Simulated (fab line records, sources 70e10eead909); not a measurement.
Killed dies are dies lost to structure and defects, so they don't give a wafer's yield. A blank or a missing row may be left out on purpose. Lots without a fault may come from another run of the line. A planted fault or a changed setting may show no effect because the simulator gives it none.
Which tool did it? | flow nand_harc | 12 lots, 36 wafers sampled, at 2 steps of a route of 1159

WHAT THE GAUGES READ, wafer by wafer
NHARC_A_CHANNEL_HOLE_D1_CD_MEAS_10: target cd 100 nm.
lot  | measured     | on        | cd_nm (nm)
L076 | day 8 12:40  | cd_sem-02 | 99.9 99.1 99.4
L078 | day 8 20:07  | cd_sem-02 | 99.8 100.4 100.3
L080 | day 9 14:56  | cd_sem-03 | 100.2 100.5 100.2
L082 | day 10 02:03 | cd_sem-03 | 99.6 99.5 99.2
L083 | day 10 03:40 | cd_sem-02 | 100.5 99.7 99.2
L084 | day 10 20:52 | cd_sem-02 | 100.2 100.1 99.8
L086 | day 11 10:49 | cd_sem-03 | 99.9 99.9 100.6
L088 | day 12 02:08 | cd_sem-01 | 99.8 99.5 99.9
L092 | day 12 05:55 | cd_sem-03 | 99.7 100.0 100.0
L093 | day 12 17:18 | cd_sem-03 | 99.5 99.2 98.9
L097 | day 13 14:25 | cd_sem-01 | 100.0 100.3 100.2
L096 | day 13 19:38 | cd_sem-02 | 99.9 100.1 100.9

WHICH TOOL RAN EACH LOT (tool, then ch and the chambers of the sampled wafers, then the start)
lot  | NHARC_A_CHANNEL_HOLE_D1_DEP_00
L076 | acl_dep-03 ch 0, day 8 10:10
L078 | acl_dep-02 ch 0, day 8 17:55
L080 | acl_dep-03 ch 0, day 9 12:12
L082 | acl_dep-02 ch 0, day 10 00:10
L083 | acl_dep-01 ch 0, day 10 01:37
L084 | acl_dep-01 ch 0, day 10 18:30
L086 | acl_dep-03 ch 0, day 11 08:28
L088 | acl_dep-01 ch 0, day 11 23:53
L092 | acl_dep-02 ch 0, day 12 03:17
L093 | acl_dep-03 ch 0, day 12 14:38
L097 | acl_dep-02 ch 0, day 13 11:47
L096 | acl_dep-03 ch 0, day 13 17:06
- NHARC_A_CHANNEL_HOLE_D1_DEP_00: deposits aC, target thk 3100 nm.

THE ANSWER, worked out from the rows above alone
Rule: what is usual is taken from the lots themselves. Put in order of their means at a reading, lots are off if they are a third of the lots or fewer, leave a main group of 4 or more, and stand apart from it by a gap of 3 or more times the standard deviation of the main group's means; of several such gaps the widest counts. A main group whose means are all the same, to the digits that the tables above print for the reading, isn't used. A lot without any number at a reading at which 4 lots or more have one is off too. The other lots that the step has rows for count as sound.
No lot is off at any reading shown: from this, nothing can be told.

WHAT THE SIMULATOR HAD PUT IN
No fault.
